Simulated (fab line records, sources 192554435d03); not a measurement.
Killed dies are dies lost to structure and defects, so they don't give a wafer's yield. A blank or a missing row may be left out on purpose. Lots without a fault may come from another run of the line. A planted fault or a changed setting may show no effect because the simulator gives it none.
Chamber matching | flow n5_finfet | N5_BEOL_M0_SAQP_PECVD_03 on pecvd-04: 3 sister chambers
The step deposits SiCN from 3MS/NH3, target thk 12 nm, time 21.1 s. 24 wafers are shown with their chamber, then 12 later ones without.

WAFERS WITH THEIR CHAMBER
wafer  | chamber | throttle_valve_pct (%) | showerhead_plenum_p_Torr (Torr) | chamber_pressure_Torr (Torr)
L074.1 | 0       | 9.3                    | 3.671                           | 3.005
L074.2 | 1       | 10.0                   | 3.660                           | 3.004
L074.4 | 1       | 9.9                    | 3.661                           | 2.995
L077.1 | 1       | 10.0                   | 3.654                           | 2.996
L077.2 | 0       | 9.1                    | 3.666                           | 3.014
L077.5 | 0       | 9.8                    | 3.674                           | 3.005
L079.1 | 0       | 9.4                    | 3.664                           | 2.992
L079.2 | 2       | 8.8                    | 3.643                           | 2.990
L079.6 | 1       | 10.1                   | 3.655                           | 3.009
L081.2 | 2       | 8.7                    | 3.644                           | 3.011
L081.3 | 0       | 9.7                    | 3.660                           | 3.000
L081.6 | 1       | 10.4                   | 3.661                           | 3.004
L082.1 | 0       | 9.5                    | 3.662                           | 3.009
L082.2 | 2       | 8.7                    | 3.643                           | 2.996
L082.6 | 0       | 9.5                    | 3.665                           | 3.012
L084.2 | 2       | 8.8                    | 3.652                           | 3.007
L084.4 | 0       | 9.5                    | 3.662                           | 3.016
L084.5 | 2       | 8.8                    | 3.640                           | 2.999
L086.1 | 0       | 9.4                    | 3.673                           | 2.990
L086.4 | 2       | 8.9                    | 3.640                           | 3.003
L086.5 | 0       | 9.6                    | 3.666                           | 3.011
L087.1 | 2       | 8.9                    | 3.652                           | 3.007
L087.4 | 1       | 10.0                   | 3.662                           | 2.991
L087.5 | 2       | 8.8                    | 3.639                           | 2.996

SIGNATURES (means of the wafers above)
reading                  | chamber 0 | chamber 1 | chamber 2 | scatter within a chamber
throttle_valve_pct       | 9.480     | 10.067    | 8.800     | 0.162
showerhead_plenum_p_Torr | 3.66630   | 3.65883   | 3.64412   | 0.00466
chamber_pressure_Torr    | 3.00540   | 2.99983   | 3.00113   | 0.00789
Rule: a wafer's distance from a chamber is the root of the sum, over the readings, of the square of ((its reading less the chamber's mean) divided by the reading's scatter). The wafer belongs to the nearest chamber; if the next one is less than 2 further off, it can't be placed. The scatter: the root of (the sum of the squares of (reading less its chamber's mean) over the shown wafers, divided by (wafers less chambers)).

WAFERS WITHOUT THEIR CHAMBER
wafer  | throttle_valve_pct (%) | showerhead_plenum_p_Torr (Torr) | chamber_pressure_Torr (Torr)
L088.1 | 10.4                   | 3.652                           | 3.000
L088.3 | 9.3                    | 3.663                           | 2.995
L088.6 | 10.1                   | 3.658                           | 2.991
L094.2 | 9.1                    | 3.649                           | 3.005
L094.4 | 10.0                   | 3.655                           | 2.988
L094.6 | 8.7                    | 3.647                           | 3.007
L095.1 | 8.8                    | 3.648                           | 2.997
L095.3 | 9.4                    | 3.673                           | 2.994
L095.5 | 8.8                    | 3.644                           | 3.004
L097.2 | 8.9                    | 3.649                           | 3.005
L097.3 | 9.3                    | 3.655                           | 2.993
L097.4 | 9.7                    | 3.656                           | 2.997

WHICH CHAMBER EACH WENT THROUGH
wafer  | from the rows above          | in truth
L088.1 | 1                            | 1
L088.3 | 0                            | 0
L088.6 | 1                            | 1
L094.2 | 2                            | 2
L094.4 | 1                            | 1
L094.6 | 2                            | 2
L095.1 | 2                            | 2
L095.3 | 0                            | 0
L095.5 | 2                            | 2
L097.2 | 2                            | 2
L097.3 | can't be placed: 0 or 2 or 1 | 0
L097.4 | can't be placed: 1 or 0      | 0
Placed correctly: 10 of 12. Can't be placed from these rows: 2 (the true chamber is among the candidates in 2). Placed wrongly: 0.
